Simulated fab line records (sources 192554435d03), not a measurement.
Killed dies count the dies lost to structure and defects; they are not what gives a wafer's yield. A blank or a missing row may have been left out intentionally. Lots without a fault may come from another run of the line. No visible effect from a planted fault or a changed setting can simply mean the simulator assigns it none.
A lot that was struck, set against a sound lot    flow n5_finfet    37 steps out of a route of 1938
Sound: these wafers, L721.3, L721.5, L721.6. Wafers L711.1, L711.3, L711.4 were the ones struck. The cause comes at the end.
For every step that has rows: the tool of each side, followed by ch and its chambers, followed by its first start. Under that, the readings that differ: sound wafers    struck wafers    difference of the means    sigmas: that difference in standard deviations of wafers without a fault.
alike: a reading whose means differ by less than 2 such deviations, as well as words and numbers matching on both sides. not compared: withheld readings; readings where some wafer has no value; bounds like >300 that might hide an equal value; numbers whose values overlap and for which the record gives no deviation.
Wherever a step has rows on one side only, a row that says differs or no value, or a row with sigmas, the two part there. Numbers that have no deviation but don't overlap get no sigmas and don't part them. A reading that every wafer of one side lacks parts them only if that side has two wafers or more.

first, 9 steps without rows for these wafers: N5_BEOL_M4_ANNEAL_95 (time 240 s); N5_BEOL_M4_SPUTTER_96 (material Cu, target thk 4.5 nm, time 8.29 s); N5_BEOL_M4_ECD_50 (material Cu, target thk 300 nm); N5_BEOL_M4_ANNEAL_51 (time 90 s); N5_BEOL_M4_CMP_52 (polishes, stops on SiOC, t overpolish 6.8 s, target thk 40 nm); N5_BEOL_M4_PRE_CLEAN_60 (time 15 s); N5_BEOL_M4_CO_CAP_55 (material Co, precursor CCTBA/H2, target thk 2 nm, time 102.1 s); N5_BEOL_M4_PRE_CLEAN_56 (time 15 s); N5_BEOL_M4_DEP_57 (deposits SiCN from 3MS/NH3, target thk 8 nm, time 14 s).
N5_BEOL_M4_RC_MEAS_101:
  sound on prober-02 ch 0, day 11 08:37; struck on prober-01 ch 0, day 9 01:17
  alike: DIBL_N, DIBL_P, IOFF_N, IOFF_P, ION_N, ION_P, SS_N, SS_P, VT_N, VT_P
then, 24 steps without rows for these wafers: N5_BEOL_M5_ILD_DEP_00 (deposits SiCOH lowk from DEMS/porogen, target thk 140.64 nm, time 25.9 s); N5_BEOL_M5_CURE_79 (cures SiCOH lowk, time 240 s); N5_BEOL_M5_PECVD_70 (deposits SiO2 from TEOS/O2, target thk 16 nm, time 18 s); N5_BEOL_M5_HM_DEP_02 (deposits TiN, target thk 20 nm); N5_BEOL_M5_COAT_59 (time 60 s, resist thk 60 nm); N5_BEOL_M5_COAT_60 (time 60 s, resist thk 12 nm); N5_BEOL_M5_COAT_71 (time 60 s, resist thk 5 nm); N5_BEOL_M5_COAT_05 (resist thk 30 nm); N5_BEOL_M5_EBR_07; N5_BEOL_M5_SOFTBAKE_06 (time 60 s); N5_BEOL_M5_EXPOSE_08 (exposes mask M5, target cd 28 nm); N5_BEOL_M5_PEB_09 (peb time 60 s); N5_BEOL_M5_DEVELOP_10 (develop time 30 s); N5_BEOL_M5_DESCUM_16 (chemistry O2, time 7 s); N5_BEOL_M5_ETCH_72 (etches underlayer in N2/H2, target depth 6.5 nm, time 5.2 s); N5_BEOL_M5_ETCH_61 (etches SiARC in CF4, target depth 15.6 nm, time 26 s); N5_BEOL_M5_ETCH_62 (etches SOC in N2/H2, target depth 75 nm, overetch 15 nm, time 112.5 s); N5_BEOL_M5_STRIP_63 (strips in N2/H2); N5_BEOL_M5_STRIP_73 (strips in N2/H2); N5_BEOL_M5_STRIP_64 (strips in CF4); N5_BEOL_M5_HM_OPEN_17 (chemistry Cl2/BCl3, target TiN, target depth 20 nm, overetch 6 nm); N5_BEOL_M5_STRIP_19 (strips in O2); N5_BEOL_M5_COAT_65 (time 60 s, resist thk 60 nm); N5_BEOL_M5_COAT_66 (time 60 s, resist thk 12 nm).
N5_BEOL_M8_ETCH_66: etches SOC in N2/H2, target depth 80 nm, overetch 16 nm, time 120 s.
  sound on rie_diel-01 ch 0,3, day 12 23:13; struck on rie_diel-02 ch 1,2,3, day 10 15:23
  no value came back on the struck wafers for any of 7 readings (bias_w (W), chamber_pressure_mTorr (mTorr) and others); on the sound wafers bias_w (W) reads 149.5 149.0 149.8
reading                                          sound        struck    difference  sigmas
model.CAR-EUV_of_BEOL_M8_COAT_22.thk_nm (nm)     0 0 0        11 11 11  +11         
model.SiARC_of_BEOL_M8_COAT_64.thk_nm (nm)       6.2 6.2 6.4  12 12 12  +6          
model.underlayer_of_BEOL_M8_COAT_71.thk_nm (nm)  0 0 0        5 5 5     +5          
  not compared: rf_hours_counter_h
N5_BEOL_M8_VIA_ETCH_34: etches SiCOH lowk in C4F6/O2, target depth 125.5 nm, time 50.5 s.
  sound on rie_diel-01 ch 0,3, day 12 23:19; struck on rie_diel-02 ch 1,2,3, day 10 15:29
reading                sound           struck          difference  sigmas
oes_product_au (a.u.)  0.73 0.74 0.83  0.26 0.32 0.26  -0.49       -8
rf_vpp_V (V)           681 679 674     651 664 653     -22         -2
  alike: C4F6_flow_sccm, O2_flow_sccm, drypump_motor_current_A, showerhead_plenum_p_Torr, throttle_valve_pct
  not compared: rf_hours_counter_h
-- a jump in the record: the struck wafers' starts before and after are 3 days apart (it breaks off in module BEOL_M8 and resumes in module PASSIVATION, where the first step shown is number 1936 of the route) --
N5_PASSIVATION_PROBE_49:
  the record has rows for the struck wafers here (prober-02, day 13 12:26) and none for the sound ones

WHERE THEY PART
Earliest at N5_BEOL_M8_ETCH_66; latest, in this record, at N5_PASSIVATION_PROBE_49.

WHY: what the simulator had put in
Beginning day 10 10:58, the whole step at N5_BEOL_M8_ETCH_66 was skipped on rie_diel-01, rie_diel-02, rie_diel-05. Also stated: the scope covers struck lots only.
